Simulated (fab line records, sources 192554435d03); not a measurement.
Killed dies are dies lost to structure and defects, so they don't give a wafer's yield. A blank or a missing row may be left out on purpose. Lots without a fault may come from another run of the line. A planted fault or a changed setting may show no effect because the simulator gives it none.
Chamber matching | flow n5_finfet | N5_BEOL_M2_ALD_84 on ald_metal-01: 4 sister chambers
The step deposits TaN, pulse time 2 s, purge time 3 s, co reactant purge time 2 s. 4 wafers are shown with their chamber, then 8 later ones without.

WAFERS WITH THEIR CHAMBER
wafer  | chamber | heater_power_w (W)
L084.4 | 2       | 506
L087.2 | 1       | 365
L087.4 | 3       | 430
L088.1 | 0       | 451

WAFERS WITHOUT THEIR CHAMBER
wafer  | heater_power_w (W)
L088.3 | 450
L088.5 | 528
L092.2 | 536
L092.4 | 442
L092.6 | 530
L093.1 | 525
L093.5 | 514
L093.6 | 448

WHICH CHAMBER EACH WENT THROUGH
wafer  | from the rows above     | in truth
L088.3 | can't be placed: 0 or 3 | 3
L088.5 | 2                       | 2
L092.2 | 2                       | 2
L092.4 | can't be placed: 0 or 3 | 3
L092.6 | 2                       | 2
L093.1 | 2                       | 2
L093.5 | 2                       | 2
L093.6 | can't be placed: 0 or 3 | 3
Placed correctly: 5 of 8. Can't be placed from these rows: 3 (the true chamber is among the candidates in 3). Placed wrongly: 0.
How it was worked out, from the rows above alone: a wafer's distance from a chamber is the root of the sum, over the readings, of the square of ((its reading less the chamber's mean) divided by the reading's scatter). The wafer belongs to the nearest chamber; if the next one is less than 2 further off, it can't be placed. A chamber's mean is the mean of its shown wafers. The scatter: with one shown wafer a chamber, the root of the mean of the squares of how far each hidden wafer lies from its nearest shown one.
